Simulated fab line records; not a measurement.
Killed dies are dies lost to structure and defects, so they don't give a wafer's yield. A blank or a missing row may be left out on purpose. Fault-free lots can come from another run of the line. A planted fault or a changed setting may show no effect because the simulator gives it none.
Which of the tools did it? ; flow n5_finfet ; 24 lots with 72 wafers sampled at 4 steps, on a route of 1938 steps

== WHAT THE GAUGES READ, wafer by wafer ==
N5_BEOL_M1_OCD_MEAS_38.
lot;measured;on;trench_depth_nm (nm)
L074;day 6 08:25;ocd-01;55.1 55.2 55.1
L075;day 6 13:10;ocd-02;55.9 55.2 55.9
L076;day 6 21:38;ocd-01;56.1 54.9 56.6
L077;day 6 22:58;ocd-02;56.2 55.9 54.7
L078;day 7 07:34;ocd-01;54.3 56.0 54.1
L079;day 7 15:57;ocd-02;53.8 55.5 54.0
L080;day 7 18:51;ocd-02;55.4 54.1 54.2
L081;day 7 23:47;ocd-01;55.4 54.7 54.9
L084;day 8 14:26;ocd-01;55.6 54.9 55.9
L082;day 8 17:22;ocd-01;56.6 56.1 56.8
L083;day 8 21:07;ocd-01;53.9 55.1 53.9
L085;day 9 02:42;ocd-01;53.8 54.9 53.7
L086;day 9 09:46;ocd-01;54.9 54.4 54.8
L087;day 9 15:04;ocd-01;54.5 54.2 54.4
L088;day 9 19:44;ocd-01;54.4 55.9 56.0
L089;day 9 23:07;ocd-02;53.9 54.4 54.2
L090;day 10 10:16;ocd-01;55.5 55.1 54.7
L091;day 10 14:51;ocd-01;56.1 54.2 55.3
L092;day 10 22:03;ocd-02;55.0 55.8 56.2
L093;day 11 01:03;ocd-02;54.7 55.9 57.0
L094;day 11 05:43;ocd-02;55.5 55.5 54.0
L095;day 11 12:53;ocd-02;55.3 56.6 54.5
L096;day 11 16:05;ocd-01;55.5 56.1 56.7
L097;day 12 10:08;ocd-01;55.7 53.9 54.8

N5_BEOL_M2_INSPECT_13: inspects for defects (brightfield).
lot;measured;on;raw_defect_count
L074;day 6 15:03;defect_inspect-02;390 388 305
L075;day 6 18:40;defect_inspect-02;467 563 386
L076;day 7 03:09;defect_inspect-02;569 387 464
L077;day 7 06:14;defect_inspect-01;395 415 389
L078;day 7 16:22;defect_inspect-02;254 407 333
L079;day 7 23:53;defect_inspect-02;341 317 412
L080;day 8 00:31;defect_inspect-02;418 391 302
L081;day 8 05:47;defect_inspect-01;437 444 683
L084;day 8 21:12;defect_inspect-01;509 374 566
L082;day 8 22:49;defect_inspect-02;301 385 415
L083;day 9 01:46;defect_inspect-01;379 385 541
L085;day 9 07:50;defect_inspect-02;472 400 335
L086;day 9 16:42;defect_inspect-01;260 301 270
L087;day 9 20:23;defect_inspect-01;510 525 456
L088;day 10 02:29;defect_inspect-02;439 368 299
L089;day 10 07:02;defect_inspect-01;421 533 516
L090;day 10 16:31;defect_inspect-01;381 366 338
L091;day 10 22:27;defect_inspect-02;571 632 540
L092;day 11 03:06;defect_inspect-01;376 355 300
L093;day 11 06:47;defect_inspect-02;413 446 387
L094;day 11 12:17;defect_inspect-01;406 417 427
L095;day 11 17:44;defect_inspect-02;682 531 479
L096;day 11 20:55;defect_inspect-02;554 538 597
L097;day 12 15:46;defect_inspect-02;536 422 428

== WHAT TOOL EACH LOT RAN ON (gives the tool, then ch and the chambers of the sampled wafers, and finally the start) ==
lot;N5_BEOL_M1_ANNEAL_49;N5_BEOL_M1_ANNEAL_51
L074;pvd_sputter-02, day 6 10:41;rtp_anneal-02 ch 0, day 6 12:36
L075;pvd_sputter-02, day 6 14:43;rtp_anneal-02 ch 0, day 6 16:36
L076;pvd_sputter-03, day 6 23:05;rtp_anneal-02 ch 0, day 7 01:01
L077;pvd_sputter-03, day 7 01:33;rtp_anneal-02 ch 0, day 7 03:32
L078;pvd_sputter-03, day 7 10:55;rtp_anneal-01 ch 0, day 7 12:47
L079;pvd_sputter-01, day 7 17:26;rtp_anneal-02 ch 0, day 7 19:19
L080;pvd_sputter-01, day 7 20:06;rtp_anneal-02 ch 0, day 7 22:01
L081;pvd_sputter-01, day 8 01:12;rtp_anneal-02 ch 0, day 8 03:05
L084;pvd_sputter-03, day 8 15:56;rtp_anneal-02 ch 0, day 8 17:49
L082;pvd_sputter-02, day 8 18:44;rtp_anneal-02 ch 0, day 8 20:37
L083;pvd_sputter-03, day 8 22:19;rtp_anneal-02 ch 0, day 9 00:14
L085;pvd_sputter-01, day 9 04:11;rtp_anneal-01 ch 0, day 9 06:07
L086;pvd_sputter-01, day 9 13:07;rtp_anneal-02 ch 0, day 9 15:05
L087;pvd_sputter-01, day 9 16:06;rtp_anneal-01 ch 0, day 9 18:04
L088;pvd_sputter-01, day 9 20:59;rtp_anneal-01 ch 0, day 9 22:54
L089;pvd_sputter-01, day 10 00:55;rtp_anneal-01 ch 0, day 10 02:48
L090;pvd_sputter-02, day 10 11:29;rtp_anneal-01 ch 0, day 10 13:30
L091;pvd_sputter-03, day 10 16:48;rtp_anneal-01 ch 0, day 10 18:48
L092;pvd_sputter-01, day 10 23:23;rtp_anneal-01 ch 0, day 11 01:24
L093;pvd_sputter-01, day 11 02:35;rtp_anneal-01 ch 0, day 11 04:28
L094;pvd_sputter-01, day 11 07:13;rtp_anneal-01 ch 0, day 11 09:07
L095;pvd_sputter-01, day 11 14:10;rtp_anneal-01 ch 0, day 11 16:02
L096;pvd_sputter-03, day 11 17:17;rtp_anneal-02 ch 0, day 11 19:10
L097;pvd_sputter-02, day 12 11:27;rtp_anneal-02 ch 0, day 12 13:19
- N5_BEOL_M1_ANNEAL_49: time 240 s.
- N5_BEOL_M1_ANNEAL_51: time 90 s.

== AS READ BY THE TOOLS THEMSELVES (means over the sampled wafers that have a number; for cases with no such wafer, the mark the record gives instead) ==
N5_BEOL_M1_ANNEAL_49.
lot;tool;heater_power_w (W)
L074;pvd_sputter-02;784
L075;pvd_sputter-02;807
L076;pvd_sputter-03;780
L077;pvd_sputter-03;713
L078;pvd_sputter-03;713
L079;pvd_sputter-01;775
L080;pvd_sputter-01;839
L081;pvd_sputter-01;681
L084;pvd_sputter-03;748
L082;pvd_sputter-02;818
L083;pvd_sputter-03;717
L085;pvd_sputter-01;690
L086;pvd_sputter-01;682
L087;pvd_sputter-01;819
L088;pvd_sputter-01;733
L089;pvd_sputter-01;690
L090;pvd_sputter-02;790
L091;pvd_sputter-03;699
L092;pvd_sputter-01;644
L093;pvd_sputter-01;686
L094;pvd_sputter-01;675
L095;pvd_sputter-01;738
L096;pvd_sputter-03;739
L097;pvd_sputter-02;769

N5_BEOL_M1_ANNEAL_51.
lot;tool;wafer_temp_C_max
L074;rtp_anneal-02;225.64
L075;rtp_anneal-02;225.52
L076;rtp_anneal-02;225.57
L077;rtp_anneal-02;225.88
L078;rtp_anneal-01;225.55
L079;rtp_anneal-02;225.92
L080;rtp_anneal-02;225.72
L081;rtp_anneal-02;225.79
L084;rtp_anneal-02;225.98
L082;rtp_anneal-02;225.80
L083;rtp_anneal-02;225.94
L085;rtp_anneal-01;225.28
L086;rtp_anneal-02;226.13
L087;rtp_anneal-01;225.47
L088;rtp_anneal-01;225.48
L089;rtp_anneal-01;225.36
L090;rtp_anneal-01;225.55
L091;rtp_anneal-01;225.30
L092;rtp_anneal-01;225.35
L093;rtp_anneal-01;225.54
L094;rtp_anneal-01;225.35
L095;rtp_anneal-01;225.55
L096;rtp_anneal-02;225.55
L097;rtp_anneal-02;225.54

== THE ANSWER, worked out from the rows above alone ==
Rule: usual is defined by the lots themselves. Put in order of their means at a reading, lots are off if they are a third of the lots or fewer, leave a main group of 4 or more, and stand apart from it by a gap of 3 or more times the standard deviation of the main group's means; of several such gaps the widest counts. Not used: any main group whose means are identical at the precision the tables above print for the reading. Also off: a lot with no number at a reading for which 4 or more lots have one. All remaining lots with rows at the step are treated as sound. The gauges are gone through in route order, then the tools' own readings, and for those a lot's mean is taken as printed above. At the first step where some lot is off, the reading lying furthest off is the one used; lots without a number count as furthest.
No lot is off at any reading shown: from this, nothing can be told.

== WHAT THE SIMULATOR HAD PUT IN ==
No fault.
